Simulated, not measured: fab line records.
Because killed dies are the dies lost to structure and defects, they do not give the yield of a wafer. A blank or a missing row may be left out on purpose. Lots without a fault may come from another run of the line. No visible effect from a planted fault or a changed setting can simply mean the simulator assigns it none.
Chamber matching / flow n5_finfet / rie_diel-06 running N5_BEOL_M1_ETCH_74: 4 sister chambers
The step etches underlayer in N2/H2, target depth 6.5 nm, time 5.2 s. 22 wafers are shown with their chamber, then 11 later ones without.

== EACH WAFER AND ITS CHAMBER ==
wafer=L075.3; chamber=3; drypump_motor_current_A (A)=5.2; showerhead_plenum_p_Torr (Torr)=2.41; throttle_valve_pct (%)=17.74
wafer=L075.4; chamber=1; drypump_motor_current_A (A)=5.7; showerhead_plenum_p_Torr (Torr)=2.62; throttle_valve_pct (%)=17.63
wafer=L075.5; chamber=3; drypump_motor_current_A (A)=5.2; showerhead_plenum_p_Torr (Torr)=2.41; throttle_valve_pct (%)=17.74
wafer=L078.1; chamber=2; drypump_motor_current_A (A)=6.7; showerhead_plenum_p_Torr (Torr)=2.45; throttle_valve_pct (%)=17.90
wafer=L078.3; chamber=0; drypump_motor_current_A (A)=5.7; showerhead_plenum_p_Torr (Torr)=2.63; throttle_valve_pct (%)=17.76
wafer=L078.4; chamber=3; drypump_motor_current_A (A)=5.2; showerhead_plenum_p_Torr (Torr)=2.41; throttle_valve_pct (%)=17.74
wafer=L081.1; chamber=0; drypump_motor_current_A (A)=5.7; showerhead_plenum_p_Torr (Torr)=2.63; throttle_valve_pct (%)=17.78
wafer=L081.3; chamber=3; drypump_motor_current_A (A)=5.2; showerhead_plenum_p_Torr (Torr)=2.41; throttle_valve_pct (%)=17.77
wafer=L081.6; chamber=0; drypump_motor_current_A (A)=5.7; showerhead_plenum_p_Torr (Torr)=2.63; throttle_valve_pct (%)=17.76
wafer=L082.1; chamber=1; drypump_motor_current_A (A)=5.7; showerhead_plenum_p_Torr (Torr)=2.62; throttle_valve_pct (%)=17.65
wafer=L082.3; chamber=2; drypump_motor_current_A (A)=6.7; showerhead_plenum_p_Torr (Torr)=2.45; throttle_valve_pct (%)=17.94
wafer=L082.4; chamber=0; drypump_motor_current_A (A)=5.7; showerhead_plenum_p_Torr (Torr)=2.63; throttle_valve_pct (%)=17.79
wafer=L085.1; chamber=3; drypump_motor_current_A (A)=5.2; showerhead_plenum_p_Torr (Torr)=2.40; throttle_valve_pct (%)=17.77
wafer=L085.2; chamber=2; drypump_motor_current_A (A)=6.7; showerhead_plenum_p_Torr (Torr)=2.45; throttle_valve_pct (%)=17.93
wafer=L085.6; chamber=0; drypump_motor_current_A (A)=5.7; showerhead_plenum_p_Torr (Torr)=2.63; throttle_valve_pct (%)=17.78
wafer=L086.3; chamber=1; drypump_motor_current_A (A)=5.7; showerhead_plenum_p_Torr (Torr)=2.61; throttle_valve_pct (%)=17.65
wafer=L086.4; chamber=0; drypump_motor_current_A (A)=5.8; showerhead_plenum_p_Torr (Torr)=2.63; throttle_valve_pct (%)=17.80
wafer=L086.5; chamber=0; drypump_motor_current_A (A)=5.8; showerhead_plenum_p_Torr (Torr)=2.63; throttle_valve_pct (%)=17.81
wafer=L087.3; chamber=2; drypump_motor_current_A (A)=6.7; showerhead_plenum_p_Torr (Torr)=2.45; throttle_valve_pct (%)=17.96
wafer=L087.4; chamber=3; drypump_motor_current_A (A)=5.2; showerhead_plenum_p_Torr (Torr)=2.40; throttle_valve_pct (%)=17.80
wafer=L087.5; chamber=2; drypump_motor_current_A (A)=6.7; showerhead_plenum_p_Torr (Torr)=2.45; throttle_valve_pct (%)=17.96
wafer=L088.1; chamber=1; drypump_motor_current_A (A)=5.7; showerhead_plenum_p_Torr (Torr)=2.61; throttle_valve_pct (%)=17.65

SIGNATURES (averages over the wafers above)
reading=drypump_motor_current_A; chamber 0=5.729; chamber 1=5.700; chamber 2=6.700; chamber 3=5.200; scatter within a chamber=0.0282
reading=showerhead_plenum_p_Torr; chamber 0=2.6300; chamber 1=2.6150; chamber 2=2.4500; chamber 3=2.4067; scatter within a chamber=0.0036
reading=throttle_valve_pct; chamber 0=17.7829; chamber 1=17.6450; chamber 2=17.9380; chamber 3=17.7600; scatter within a chamber=0.021
Rule: a wafer's distance from a chamber is the root of the sum, over the readings, of the square of ((its reading less the chamber's mean) divided by the reading's scatter). If the next closest chamber is less than 2 further off than the closest, the wafer can't be placed; otherwise it belongs to the closest. The scatter: take each reading less its chamber's mean, square it, sum over the shown wafers, divide by the number of wafers less the number of chambers, and take the root.

== WAFERS WHOSE CHAMBER IS MISSING ==
wafer=L088.2; drypump_motor_current_A (A)=5.2; showerhead_plenum_p_Torr (Torr)=2.40; throttle_valve_pct (%)=17.78
wafer=L088.5; drypump_motor_current_A (A)=5.2; showerhead_plenum_p_Torr (Torr)=2.40; throttle_valve_pct (%)=17.78
wafer=L089.2; drypump_motor_current_A (A)=5.7; showerhead_plenum_p_Torr (Torr)=2.63; throttle_valve_pct (%)=17.80
wafer=L089.5; drypump_motor_current_A (A)=5.7; showerhead_plenum_p_Torr (Torr)=2.61; throttle_valve_pct (%)=17.65
wafer=L089.6; drypump_motor_current_A (A)=6.8; showerhead_plenum_p_Torr (Torr)=2.45; throttle_valve_pct (%)=17.94
wafer=L095.4; drypump_motor_current_A (A)=5.8; showerhead_plenum_p_Torr (Torr)=2.62; throttle_valve_pct (%)=17.83
wafer=L095.5; drypump_motor_current_A (A)=5.2; showerhead_plenum_p_Torr (Torr)=2.40; throttle_valve_pct (%)=17.83
wafer=L095.6; drypump_motor_current_A (A)=6.7; showerhead_plenum_p_Torr (Torr)=2.44; throttle_valve_pct (%)=17.97
wafer=L097.2; drypump_motor_current_A (A)=5.7; showerhead_plenum_p_Torr (Torr)=2.62; throttle_valve_pct (%)=17.85
wafer=L097.4; drypump_motor_current_A (A)=5.2; showerhead_plenum_p_Torr (Torr)=2.39; throttle_valve_pct (%)=17.83
wafer=L097.5; drypump_motor_current_A (A)=5.7; showerhead_plenum_p_Torr (Torr)=2.60; throttle_valve_pct (%)=17.71

== CHAMBER TAKEN BY EACH ==
wafer=L088.2; from the rows above=3; in truth=3
wafer=L088.5; from the rows above=3; in truth=3
wafer=L089.2; from the rows above=0; in truth=0
wafer=L089.5; from the rows above=1; in truth=1
wafer=L089.6; from the rows above=2; in truth=2
wafer=L095.4; from the rows above=0; in truth=0
wafer=L095.5; from the rows above=3; in truth=3
wafer=L095.6; from the rows above=2; in truth=2
wafer=L097.2; from the rows above=0; in truth=0
wafer=L097.4; from the rows above=3; in truth=3
wafer=L097.5; from the rows above=1; in truth=1
Correct placement for 11 of the 11. Not placeable from these rows: 0. Placed wrongly: 0.
